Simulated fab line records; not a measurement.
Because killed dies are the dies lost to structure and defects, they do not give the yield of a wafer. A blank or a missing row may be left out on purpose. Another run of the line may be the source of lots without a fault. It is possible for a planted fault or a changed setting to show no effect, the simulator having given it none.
fab line records	flow n5Finfet
record: lots: 24	wafers: 72	lastDay: 17
route steps=1938 shown BEOL_M6@1258 BEOL_M7@1277
lots with no fault: from the same line, run without faults
startH: hours from the record's first day to the start of the lot's first wafer shown	waitH: how many hours have passed since the lot's step before this one	" repeats the value in the row above	L1.1+2: a single row standing in for several wafers	- no value, or no start was given	* or withheld: withheld	< > ~ a bound
route shown NAME@n: NAME is a module with steps in the file, n the number in the route of the first one	usual: mean/standard deviation taken from wafers without a fault	same: alike in all rows	chamber/n: place in a boat	sites: per-site readings	_std_site: standard deviation of those values	_edge_site: inner sites' mean taken away from outer sites' mean	radiusMm: for every site, how far away it sits from the centre of the wafer	mask NAME#n: copy n	behind: the last tool/chamber to shape the wafer	hold: the reason the lot was held/the length of the hold in hours/how it ended	device: whichever transistor did not switch (one of n, p or np)	end of line: tests run on the same wafers once the route is complete	a step without rows: its recipe alone	killed: dies that structure and defects cost at the first sort, which is not the same as the wafer's yield	map: a wafer's dies, x killed, . not, _ none there
set.NAME: the setting the step ran with; set.NAME@STEP: the setting that earlier step ran with	model.NAME: the simulator's own value behind a step, which no gauge read
steps of the route over a sample of lots; a table a step, a row a wafer
services: from which hour (startH, from the record's first day; less than 0 if before it) a tool's chamber was out of use, for how many hours, and why
== steps ==
step: N5_BEOL_M6_THK_MEAS_53
recipe: thkMeasGauge: xrf	reads: Cu_of_BEOL_M6_ECD_50
usual: M6_THK: 77.9/2.6
lot.wafer	tool	chamber	startH	waitH	M6_THK[nm]
L075.1	filmMetro-02	-	193.52	-	73.8
L075.2	"	-	"	"	79.5
L075.5	"	-	"	"	80.3
L074.2	filmMetro-01	-	194.07	-	77.8
L074.4	"	-	"	"	81.8
L074.5	"	-	"	"	78.1
L076.3	filmMetro-02	-	198.16	-	76.1
L076.5	"	-	"	"	81.6
L076.6	"	-	"	"	76.9
L077.2	filmMetro-01	-	214.93	-	79.6
L077.3	"	-	"	"	75.5
L077.4	"	-	"	"	81.1
L079.2	filmMetro-01	-	217.70	-	74.6
L079.3	"	-	"	"	79.3
L079.6	"	-	"	"	78.0
L078.2	filmMetro-01	-	218.49	-	80.8
L078.3	"	-	"	"	77.4
L078.4	"	-	"	"	79.1
L080.3	filmMetro-01	-	227.79	-	79.0
L080.4	"	-	"	"	77.1
L080.6	"	-	"	"	77.6
L082.1	filmMetro-01	-	236.58	-	81.7
L082.2	"	-	"	"	75.8
L082.3	"	-	"	"	76.8
L081.3	filmMetro-01	-	236.85	-	72.3
L081.4	"	-	"	"	79.1
L081.6	"	-	"	"	76.8
L084.2	filmMetro-01	-	241.80	-	77.4
L084.3	"	-	"	"	74.5
L084.4	"	-	"	"	79.5
L083.2	filmMetro-01	-	242.75	-	73.9
L083.5	"	-	"	"	72.1
L083.6	"	-	"	"	76.0
L085.1	filmMetro-02	-	257.34	-	75.8
L085.4	"	-	"	"	77.0
L085.5	"	-	"	"	78.4
L086.1	filmMetro-01	-	267.22	-	79.1
L086.2	"	-	"	"	79.3
L086.6	"	-	"	"	84.3
L088.2	filmMetro-02	-	276.94	-	78.0
L088.5	"	-	"	"	74.7
L088.6	"	-	"	"	80.7
L087.1	filmMetro-01	-	277.28	-	77.5
L087.2	"	-	"	"	77.6
L087.4	"	-	"	"	78.8
L089.1	filmMetro-02	-	284.48	-	76.8
L089.4	"	-	"	"	79.4
L089.6	"	-	"	"	77.6
L090.1	filmMetro-02	-	299.52	-	78.2
L090.3	"	-	"	"	74.2
L090.5	"	-	"	"	79.1
L091.2	filmMetro-01	-	302.19	-	73.9
L091.4	"	-	"	"	77.1
L091.6	"	-	"	"	78.6
L092.2	filmMetro-01	-	304.33	-	77.2
L092.4	"	-	"	"	72.3
L092.6	"	-	"	"	77.1
L093.2	filmMetro-02	-	313.43	-	71.6
L093.3	"	-	"	"	79.2
L093.5	"	-	"	"	80.7
L094.1	filmMetro-01	-	313.88	-	77.1
L094.5	"	-	"	"	78.2
L094.6	"	-	"	"	76.4
L095.1	filmMetro-02	-	326.90	-	78.2
L095.2	"	-	"	"	78.9
L095.5	"	-	"	"	81.7
L097.3	filmMetro-01	-	331.86	-	78.0
L097.5	"	-	"	"	78.7
L097.6	"	-	"	"	84.4
L096.2	filmMetro-02	-	333.33	-	76.7
L096.4	"	-	"	"	79.1
L096.6	"	-	"	"	83.0
step: N5_BEOL_M7_OVL_MEAS_12
recipe: pointsPerWafer: 44
usual: M7_OVL: 0.4/0.79
lot.wafer	tool	chamber	startH	waitH	M7_OVL[nm]
L075.1	overlay-02	0	195.57	0.0	0.6
L075.2	"	0	"	"	0.9
L075.5	"	0	"	"	1.3
L074.2	overlay-02	0	196.45	0.0	1.2
L074.4	"	0	"	"	1.8
L074.5	"	0	"	"	2.0
L076.3	overlay-02	0	200.21	0.0	-0.7
L076.5	"	0	"	"	-0.6
L076.6	"	0	"	"	-1.0
L077.2	overlay-02	0	217.21	0.0	-0.8
L077.3	"	0	"	"	0.1
L077.4	"	0	"	"	-0.6
L079.2	overlay-02	0	221.26	0.0	-1.0
L079.3	"	0	"	"	1.2
L079.6	"	0	"	"	-0.9
L078.2	overlay-02	0	221.42	0.0	1.0
L078.3	"	0	"	"	0.9
L078.4	"	0	"	"	-0.3
L080.3	overlay-02	0	232.26	0.0	-0.2
L080.4	"	0	"	"	0.2
L080.6	"	0	"	"	0.0
L082.1	overlay-01	0	239.57	0.0	-0.2
L082.2	"	0	"	"	0.5
L082.3	"	0	"	"	0.3
L081.3	overlay-01	0	240.05	0.0	0.2
L081.4	"	0	"	"	0.5
L081.6	"	0	"	"	1.2
L084.2	overlay-02	0	243.83	0.0	1.0
L084.3	"	0	"	"	1.5
L084.4	"	0	"	"	1.6
L083.2	overlay-01	0	244.35	0.0	-0.5
L083.5	"	0	"	"	-0.5
L083.6	"	0	"	"	-1.0
L085.1	overlay-01	0	259.82	0.0	0.8
L085.4	"	0	"	"	1.9
L085.5	"	0	"	"	-0.1
L086.1	overlay-02	0	270.40	0.0	1.2
L086.2	"	0	"	"	0.1
L086.6	"	0	"	"	0.0
L088.2	overlay-02	0	279.26	0.0	0.3
L088.5	"	0	"	"	-0.2
L088.6	"	0	"	"	0.1
L087.1	overlay-01	0	279.42	0.0	0.2
L087.2	"	0	"	"	-0.4
L087.4	"	0	"	"	-0.7
L089.1	overlay-02	0	287.51	0.0	1.0
L089.4	"	0	"	"	1.2
L089.6	"	0	"	"	2.0
L090.1	overlay-01	0	300.95	0.0	0.4
L090.3	"	0	"	"	1.0
L090.5	"	0	"	"	1.6
L091.2	overlay-02	0	304.13	0.0	-0.7
L091.4	"	0	"	"	-1.1
L091.6	"	0	"	"	-0.3
L092.2	overlay-02	0	307.40	0.0	0.2
L092.4	"	0	"	"	1.3
L092.6	"	0	"	"	0.4
L093.2	overlay-01	0	315.20	0.0	-0.6
L093.3	"	0	"	"	-1.0
L093.5	"	0	"	"	-0.5
L094.1	overlay-01	0	317.64	0.0	1.7
L094.5	"	0	"	"	0.5
L094.6	"	0	"	"	0.2
L095.1	overlay-01	0	328.78	0.0	1.2
L095.2	"	0	"	"	0.9
L095.5	"	0	"	"	0.1
L097.3	overlay-02	0	334.40	0.0	0.6
L097.5	"	0	"	"	0.8
L097.6	"	0	"	"	1.0
L096.2	overlay-02	0	335.16	0.0	1.6
L096.4	"	0	"	"	1.3
L096.6	"	0	"	"	0.9
step: N5_BEOL_M7_CD_MEAS_28
recipe: targetCdNm: 40	landingEnergyEv: 500	detector: seInlens
usual: cdNm: 40.02/0.28
lot.wafer	tool	chamber	startH	waitH	cdNm
L075.1	cdSem-01	0	196.55	-	39.69
L075.2	"	0	"	"	39.84
L075.5	"	0	"	"	40.25
L074.2	cdSem-02	0	197.46	-	40.29
L074.4	"	0	"	"	40.00
L074.5	"	0	"	"	39.98
L076.3	cdSem-01	0	201.73	-	40.12
L076.5	"	0	"	"	40.20
L076.6	"	0	"	"	39.90
L077.2	cdSem-01	0	220.26	-	39.97
L077.3	"	0	"	"	40.13
L077.4	"	0	"	"	40.02
L079.2	cdSem-01	0	222.76	-	40.19
L079.3	"	0	"	"	40.52
L079.6	"	0	"	"	40.02
L078.2	cdSem-01	0	222.97	-	40.02
L078.3	"	0	"	"	39.30
L078.4	"	0	"	"	39.57
L080.3	cdSem-03	0	233.97	-	39.73
L080.4	"	0	"	"	39.31
L080.6	"	0	"	"	39.56
L082.1	cdSem-03	0	240.61	-	40.10
L082.2	"	0	"	"	40.21
L082.3	"	0	"	"	40.46
L081.3	cdSem-02	0	241.14	-	40.17
L081.4	"	0	"	"	39.69
L081.6	"	0	"	"	40.18
L084.2	cdSem-02	0	247.09	-	39.77
L084.3	"	0	"	"	39.95
L084.4	"	0	"	"	40.32
L083.2	cdSem-03	0	247.27	-	40.31
L083.5	"	0	"	"	40.10
L083.6	"	0	"	"	40.39
L085.1	cdSem-01	0	262.85	-	39.79
L085.4	"	0	"	"	39.61
L085.5	"	0	"	"	39.93
L086.1	cdSem-02	0	273.14	-	40.13
L086.2	"	0	"	"	40.04
L086.6	"	0	"	"	40.14
L087.1	cdSem-03	0	281.09	-	39.87
L087.2	"	0	"	"	39.66
L087.4	"	0	"	"	39.75
L088.2	cdSem-03	0	281.50	-	39.82
L088.5	"	0	"	"	39.78
L088.6	"	0	"	"	40.04
L089.1	cdSem-02	0	288.59	-	39.99
L089.4	"	0	"	"	40.16
L089.6	"	0	"	"	40.08
L090.1	cdSem-02	0	301.82	-	40.26
L090.3	"	0	"	"	39.94
L090.5	"	0	"	"	39.89
L091.2	cdSem-01	0	305.73	-	40.72
L091.4	"	0	"	"	40.96
L091.6	"	0	"	"	40.51
L092.2	cdSem-01	0	309.79	-	39.83
L092.4	"	0	"	"	39.96
L092.6	"	0	"	"	39.89
L093.2	cdSem-02	0	321.20	-	40.20
L093.3	"	0	"	"	40.08
L093.5	"	0	"	"	40.09
L094.1	cdSem-03	0	321.24	-	39.98
L094.5	"	0	"	"	39.89
L094.6	"	0	"	"	39.44
L095.1	cdSem-01	0	330.94	-	39.78
L095.2	"	0	"	"	40.11
L095.5	"	0	"	"	39.90
L096.2	cdSem-02	0	336.75	-	40.34
L096.4	"	0	"	"	39.85
L096.6	"	0	"	"	39.85
L097.3	cdSem-01	0	336.92	-	40.25
L097.5	"	0	"	"	39.87
L097.6	"	0	"	"	40.19
step: N5_BEOL_M7_OVL_MEAS_29
recipe: pointsPerWafer: 522
usual: V6_OVL: -0.2/0.57
lot.wafer	tool	chamber	startH	waitH	V6_OVL[nm]
L075.1	overlay-02	0	196.58	0.0	0.0
L075.2	"	0	"	"	-1.2
L075.5	"	0	"	"	0.3
L074.2	overlay-02	0	197.49	0.0	0.2
L074.4	"	0	"	"	0.3
L074.5	"	0	"	"	0.4
L076.3	overlay-02	0	201.77	0.0	-0.9
L076.5	"	0	"	"	-0.9
L076.6	"	0	"	"	-0.5
L077.2	overlay-02	0	220.29	0.0	-0.9
L077.3	"	0	"	"	0.9
L077.4	"	0	"	"	-0.5
L079.2	overlay-02	0	222.79	0.0	-1.1
L079.3	"	0	"	"	-0.1
L079.6	"	0	"	"	-0.6
L078.2	overlay-02	0	223.00	0.0	0.8
L078.3	"	0	"	"	0.3
L078.4	"	0	"	"	-0.6
L080.3	overlay-02	0	234.01	0.0	0.3
L080.4	"	0	"	"	0.0
L080.6	"	0	"	"	-0.9
L082.1	overlay-02	0	240.65	0.0	0.0
L082.2	"	0	"	"	0.2
L082.3	"	0	"	"	-0.7
L081.3	overlay-02	0	241.18	0.0	-0.3
L081.4	"	0	"	"	-0.4
L081.6	"	0	"	"	-0.8
L084.2	overlay-02	0	247.12	0.0	0.3
L084.3	"	0	"	"	0.5
L084.4	"	0	"	"	-0.2
L083.2	overlay-01	0	247.30	0.0	-1.4
L083.5	"	0	"	"	-1.5
L083.6	"	0	"	"	-0.9
L085.1	overlay-02	0	262.88	0.0	-0.3
L085.4	"	0	"	"	0.2
L085.5	"	0	"	"	0.0
L086.1	overlay-01	0	273.17	0.0	0.3
L086.2	"	0	"	"	0.0
L086.6	"	0	"	"	-0.1
L087.1	overlay-01	0	281.12	0.0	-0.5
L087.2	"	0	"	"	-1.1
L087.4	"	0	"	"	0.0
L088.2	overlay-02	0	281.54	0.0	0.8
L088.5	"	0	"	"	0.2
L088.6	"	0	"	"	0.6
L089.1	overlay-01	0	288.62	0.0	-0.4
L089.4	"	0	"	"	-0.1
L089.6	"	0	"	"	-0.8
L090.1	overlay-01	0	301.85	0.0	-1.1
L090.3	"	0	"	"	-1.1
L090.5	"	0	"	"	-0.9
L091.2	overlay-02	0	305.76	0.0	-0.2
L091.4	"	0	"	"	0.1
L091.6	"	0	"	"	0.2
L092.2	overlay-01	0	309.83	0.0	-0.4
L092.4	"	0	"	"	-0.8
L092.6	"	0	"	"	-1.3
L093.2	overlay-02	0	321.24	0.0	-0.9
L093.3	"	0	"	"	0.1
L093.5	"	0	"	"	0.4
L094.1	overlay-01	0	321.27	0.0	-0.2
L094.5	"	0	"	"	0.2
L094.6	"	0	"	"	0.9
L095.1	overlay-01	0	330.97	0.0	0.0
L095.2	"	0	"	"	0.4
L095.5	"	0	"	"	0.3
L096.2	overlay-01	0	336.79	0.0	-0.6
L096.4	"	0	"	"	-1.0
L096.6	"	0	"	"	-0.8
L097.3	overlay-02	0	336.96	0.0	-0.1
L097.5	"	0	"	"	0.4
L097.6	"	0	"	"	0.4
step: N5_BEOL_M7_ETCH_72
recipe: chemistry: N2/H2	target: underlayer	targetDepthA: 65	maskMaterial: CAR-EUV	timeS: 5.2	ionEnergyEv: 200	pressureMtorr: 30	sourceW: 840	biasW: 150	n2FlowSccm: 200	h2FlowSccm: 200	ends: cleared
usual: drypumpMotorCurrentA: 5.9/0.47	etchRfOnTimeS: 5.29/0.2	oesProductAu: 0.69/0.075	rfVppV: 523.8/2.3	showerheadPlenumPTorr: 2.54/0.071	throttleValvePct: 17.8/0.32
lot.wafer	tool	chamber	startH	waitH	drypumpMotorCurrentA	etchRfOnTimeS	oesProductAu	rfHoursCounterH	rfVppV	showerheadPlenumPTorr	throttleValvePct
L075.1	rieDiel-02	2	196.71	0.0	6.1	5.21	0.84	1	522.9	2.53	18.1
L075.2	"	0	"	"	6.3	5.31	0.58	218	528.7	2.59	17.5
L075.5	"	1	"	"	6.6	5.28	0.67	-	525.4	2.56	17.6
L074.2	rieDiel-06	3	197.61	0.0	5.4	5.26	0.75	41	526.3	2.69	17.4
L074.4	"	0	"	"	6.1	5.04	0.72	85	524.6	2.58	18.0
L074.5	"	2	"	"	5.4	5.63	0.61	-	519.3	2.55	18.3
L076.3	rieDiel-06	1	201.93	0.0	5.5	5.03	0.81	16	522.6	2.51	17.7
L076.5	"	0	"	"	6.1	5.09	0.69	-	525.3	2.58	18.0
L076.6	"	1	"	"	5.5	5.02	0.80	-	523.5	2.50	17.7
L077.2	rieDiel-02	2	221.06	0.0	6.1	5.21	0.82	7	522.6	2.53	18.1
L077.3	"	3	"	"	5.3	5.26	0.70	64	524.0	2.47	17.6
L077.4	"	0	"	"	6.3	5.38	0.57	225	525.5	2.59	17.5
L079.2	rieDiel-02	1	223.00	0.0	6.6	5.32	0.67	106	525.3	2.56	17.6
L079.3	"	2	"	"	6.1	5.19	0.80	8	521.0	2.53	18.1
L079.6	"	3	"	"	5.2	5.21	0.70	-	522.1	2.47	17.6
L078.2	rieDiel-03	2	223.12	0.0	6.6	5.30	0.78	25	524.6	2.57	17.3
L078.3	"	0	"	"	6.2	5.09	0.82	16	523.0	2.50	17.5
L078.4	"	1	"	"	5.7	5.16	0.63	189	520.7	2.39	17.9
L080.3	rieDiel-06	0	234.12	0.0	6.1	5.07	0.69	95	521.6	2.58	18.1
L080.4	"	2	"	"	5.4	5.66	0.61	177	523.4	2.55	18.3
L080.6	"	1	"	"	5.5	5.01	0.79	-	522.4	2.50	17.7
L082.1	rieDiel-03	3	241.13	0.0	5.7	5.58	0.56	235	526.2	2.61	18.1
L082.2	"	2	"	"	6.6	5.32	0.77	29	528.4	2.57	17.3
L082.3	"	1	"	"	5.6	5.19	0.62	194	519.3	2.39	17.9
L081.3	rieDiel-06	2	241.58	0.0	5.3	5.62	0.62	180	524.1	2.54	18.3
L081.4	"	1	"	"	5.5	4.97	0.79	27	522.0	2.50	17.8
L081.6	"	3	"	"	5.4	5.27	0.72	-	528.2	2.68	17.5
L084.2	rieDiel-03	2	247.24	0.0	6.6	5.36	0.76	32	524.9	2.57	17.4
L084.3	"	1	"	"	5.7	5.20	0.62	196	522.0	2.39	17.9
L084.4	"	0	"	"	6.2	5.22	0.78	22	522.0	2.50	17.5
L083.2	rieDiel-06	3	247.42	0.0	5.4	5.33	0.72	55	525.6	2.68	17.4
L083.5	"	2	"	"	5.4	5.71	0.60	-	524.9	2.54	18.3
L083.6	"	1	"	"	5.5	4.99	0.78	-	522.3	2.50	17.8
L085.1	rieDiel-02	3	263.01	0.0	5.3	5.18	0.69	79	522.3	2.47	17.6
L085.4	"	2	"	"	6.1	5.24	0.78	21	524.4	2.52	18.2
L085.5	"	1	"	"	6.7	5.34	0.67	-	524.6	2.55	17.6
L086.1	rieDiel-06	3	273.44	0.0	5.4	5.35	0.71	64	528.2	2.68	17.5
L086.2	"	2	"	"	5.4	5.72	0.61	191	522.3	2.54	18.3
L086.6	"	3	"	"	5.4	5.34	0.70	-	526.9	2.68	17.5
L087.1	rieDiel-02	0	281.43	0.0	6.3	5.45	0.57	242	526.3	2.58	17.6
L087.2	"	2	"	"	6.2	5.31	0.76	26	522.3	2.52	18.2
L087.4	"	1	"	"	6.6	5.36	0.66	121	524.0	2.55	17.6
L088.2	rieDiel-03	1	282.05	0.0	5.7	5.26	0.61	207	518.2	2.38	17.9
L088.5	"	0	"	"	6.2	5.17	0.77	-	522.4	2.49	17.5
L088.6	"	3	"	"	5.7	5.61	0.55	-	523.7	2.61	18.2
L089.1	rieDiel-03	3	288.74	0.0	5.7	5.64	0.55	247	524.3	2.61	18.1
L089.4	"	2	"	"	6.6	5.41	0.73	-	525.2	2.56	17.4
L089.6	"	3	"	"	5.7	5.68	0.55	-	525.6	2.61	18.1
L090.1	rieDiel-06	3	301.98	0.0	5.4	5.31	0.70	73	529.0	2.67	17.5
L090.3	"	1	"	"	5.5	4.99	0.77	43	523.8	2.49	17.8
L090.5	"	0	"	"	6.0	5.04	0.68	-	522.3	2.57	18.1
L091.2	rieDiel-06	1	305.88	0.0	5.5	5.01	0.76	44	522.7	2.49	17.8
L091.4	"	2	"	"	5.4	5.71	0.59	200	522.2	2.54	18.3
L091.6	"	0	"	"	6.1	5.08	0.67	-	524.4	2.57	18.1
L092.2	rieDiel-03	0	310.24	0.0	6.2	5.18	0.75	41	522.2	2.49	17.5
L092.4	"	2	"	"	6.6	5.39	0.72	-	526.1	2.56	17.4
L092.6	"	0	"	"	6.3	5.17	0.77	-	522.7	2.49	17.5
L093.2	rieDiel-02	1	321.36	0.0	6.6	5.24	0.64	135	524.2	2.55	17.7
L093.3	"	3	"	"	5.2	5.27	0.66	97	521.8	2.46	17.6
L093.5	"	1	"	"	6.6	5.23	0.65	-	524.6	2.55	17.7
L094.1	rieDiel-06	1	321.63	0.0	5.5	4.91	0.76	47	519.6	2.49	17.8
L094.5	"	0	"	"	6.1	5.08	0.68	-	522.6	2.57	18.1
L094.6	"	3	"	"	5.4	5.31	0.70	-	529.7	2.67	17.5
L095.1	rieDiel-02	1	331.10	0.0	6.7	5.28	0.65	137	523.4	2.55	17.7
L095.2	"	0	"	"	6.3	5.27	0.79	1	526.3	2.58	17.1
L095.5	"	3	"	"	5.2	5.29	0.67	-	521.3	2.46	17.6
L096.2	rieDiel-02	0	336.93	0.0	6.3	5.22	0.80	3	524.1	2.58	17.1
L096.4	"	1	"	"	6.7	5.34	0.64	139	525.7	2.54	17.7
L096.6	"	2	"	"	6.1	5.39	0.73	-	522.7	2.51	18.2
L097.3	rieDiel-06	3	337.17	0.0	5.4	5.41	0.70	84	526.2	2.67	17.5
L097.5	"	3	"	"	5.4	5.32	0.69	-	527.8	2.67	17.5
L097.6	"	0	"	"	6.1	5.11	0.68	-	522.7	2.57	18.1
step: N5_BEOL_M7_VIA_ETCH_34
recipe: chemistry: C4F6/O2	target: SiCOH_lowk	targetDepthA: 1255	maskMaterial: SOC	taperDeg: 4	timeS: 50.5	ionEnergyEv: 250	pressureMtorr: 30	sourceW: 345	biasW: 185	Ar_flow_sccm: 300	C4F6_flow_sccm: 10	O2_flow_sccm: 10
usual: drypumpMotorCurrentA: 5.9/0.46	oesProductAu: 0.81/0.087	rfVppV: 676/21	showerheadPlenumPTorr: 2.85/0.082	throttleValvePct: 20.84/0.26
lot.wafer	tool	chamber	startH	waitH	drypumpMotorCurrentA	oesProductAu	rfHoursCounterH	rfVppV	showerheadPlenumPTorr	throttleValvePct
L075.1	rieDiel-02	2	196.86	0.0	6.1	1.00	1	682	2.81	20.87
L075.2	"	0	"	"	6.3	0.68	218	660	2.95	20.76
L075.5	"	1	"	"	6.6	0.79	-	718	2.86	20.61
L074.2	rieDiel-06	3	197.76	0.0	5.4	0.88	41	683	3.02	20.69
L074.4	"	0	"	"	6.0	0.83	85	655	2.89	21.14
L074.5	"	2	"	"	5.4	0.74	-	694	2.82	21.11
L076.3	rieDiel-06	1	202.07	0.0	5.5	0.94	16	673	2.79	20.68
L076.5	"	0	"	"	6.1	0.83	-	655	2.89	21.13
L076.6	"	1	"	"	5.5	0.93	-	673	2.79	20.68
L077.2	rieDiel-02	2	221.20	0.0	6.1	0.95	7	680	2.81	20.88
L077.3	"	3	"	"	5.3	0.83	64	643	2.77	20.70
L077.4	"	0	"	"	6.3	0.68	225	658	2.94	20.75
L079.2	rieDiel-02	1	223.15	0.0	6.7	0.79	106	716	2.86	20.60
L079.3	"	2	"	"	6.2	0.96	8	681	2.80	20.89
L079.6	"	3	"	"	5.2	0.82	-	644	2.77	20.72
L078.2	rieDiel-03	2	223.27	0.0	6.5	0.91	25	690	2.90	20.67
L078.3	"	0	"	"	6.2	0.94	16	688	2.77	20.27
L078.4	"	1	"	"	5.7	0.74	189	651	2.71	21.15
L080.3	rieDiel-06	0	234.27	0.0	6.0	0.82	95	654	2.89	21.17
L080.4	"	2	"	"	5.4	0.73	177	695	2.82	21.12
L080.6	"	1	"	"	5.5	0.93	-	673	2.79	20.70
L082.1	rieDiel-03	3	241.28	0.0	5.7	0.67	235	674	2.92	21.07
L082.2	"	2	"	"	6.6	0.89	30	689	2.90	20.67
L082.3	"	1	"	"	5.7	0.73	194	650	2.71	21.18
L081.3	rieDiel-06	2	241.73	0.0	5.4	0.72	180	695	2.82	21.14
L081.4	"	1	"	"	5.5	0.91	27	672	2.79	20.69
L081.6	"	3	"	"	5.4	0.86	-	681	3.01	20.68
L084.2	rieDiel-03	2	247.39	0.0	6.6	0.89	32	688	2.90	20.66
L084.3	"	1	"	"	5.7	0.73	196	649	2.71	21.17
L084.4	"	0	"	"	6.2	0.92	22	687	2.77	20.28
L083.2	rieDiel-06	3	247.57	0.0	5.4	0.86	55	682	3.01	20.70
L083.5	"	2	"	"	5.4	0.72	-	694	2.82	21.13
L083.6	"	1	"	"	5.5	0.93	-	673	2.79	20.70
L085.1	rieDiel-02	3	263.15	0.0	5.3	0.80	79	643	2.77	20.73
L085.4	"	2	"	"	6.1	0.91	21	680	2.80	20.92
L085.5	"	1	"	"	6.6	0.77	-	717	2.85	20.63
L086.1	rieDiel-06	3	273.58	0.0	5.4	0.83	64	683	3.01	20.71
L086.2	"	2	"	"	5.4	0.71	191	693	2.81	21.15
L086.6	"	3	"	"	5.4	0.83	-	683	3.01	20.70
L087.1	rieDiel-02	0	281.58	0.0	6.3	0.65	242	659	2.94	20.78
L087.2	"	2	"	"	6.1	0.89	26	679	2.80	20.90
L087.4	"	1	"	"	6.7	0.76	121	718	2.85	20.64
L088.2	rieDiel-03	1	282.19	0.0	5.7	0.72	207	649	2.71	21.19
L088.5	"	0	"	"	6.2	0.89	-	686	2.76	20.29
L088.6	"	3	"	"	5.7	0.66	-	674	2.91	21.07
L089.1	rieDiel-03	3	288.89	0.0	5.7	0.65	247	674	2.91	21.09
L089.4	"	2	"	"	6.6	0.87	-	690	2.90	20.70
L089.6	"	3	"	"	5.7	0.65	-	674	2.91	21.08
L090.1	rieDiel-06	3	302.13	0.0	5.4	0.84	73	682	3.00	20.72
L090.3	"	1	"	"	5.5	0.90	43	672	2.78	20.74
L090.5	"	0	"	"	6.1	0.80	-	654	2.88	21.20
L091.2	rieDiel-06	1	306.03	0.0	5.5	0.89	44	672	2.78	20.72
L091.4	"	2	"	"	5.4	0.70	200	694	2.81	21.19
L091.6	"	0	"	"	6.0	0.79	-	653	2.88	21.19
L092.2	rieDiel-03	0	310.39	0.0	6.2	0.89	41	686	2.76	20.31
L092.4	"	2	"	"	6.6	0.86	-	689	2.89	20.71
L092.6	"	0	"	"	6.2	0.89	-	687	2.76	20.30
L093.2	rieDiel-02	1	321.50	0.0	6.6	0.75	135	716	2.84	20.67
L093.3	"	3	"	"	5.3	0.78	97	643	2.76	20.75
L093.5	"	1	"	"	6.7	0.76	-	717	2.84	20.65
L094.1	rieDiel-06	1	321.77	0.0	5.5	0.89	47	674	2.78	20.72
L094.5	"	0	"	"	6.0	0.80	-	655	2.88	21.20
L094.6	"	3	"	"	5.4	0.82	-	684	3.00	20.73
L095.1	rieDiel-02	1	331.24	0.0	6.6	0.77	137	716	2.84	20.67
L095.2	"	0	"	"	6.3	0.94	1	659	2.93	20.42
L095.5	"	3	"	"	5.3	0.78	-	642	2.76	20.76
L096.2	rieDiel-02	0	337.07	0.0	6.3	0.93	3	657	2.93	20.42
L096.4	"	1	"	"	6.6	0.76	139	716	2.84	20.66
L096.6	"	2	"	"	6.1	0.86	-	680	2.79	20.94
L097.3	rieDiel-06	3	337.32	0.0	5.4	0.82	84	682	3.00	20.75
L097.5	"	3	"	"	5.4	0.81	-	681	3.00	20.76
L097.6	"	0	"	"	6.1	0.78	-	654	2.87	21.22
== services ==
tool	chamber	startH	hours	kind
rieDiel-06	1	268.83	5.7	repair
rieDiel-03	0	288.35	3.7	repair
rieDiel-03	3	298.09	-	clean
rieDiel-03	3	298.09	-	consumableReplace:focusRing
rieDiel-03	3	298.09	12.6	scheduledDown
rieDiel-03	3	298.09	12.6	ventCycle
rieDiel-02	0	307.50	-	clean
rieDiel-02	0	307.50	-	consumableReplace:focusRing
== key ==
fault none
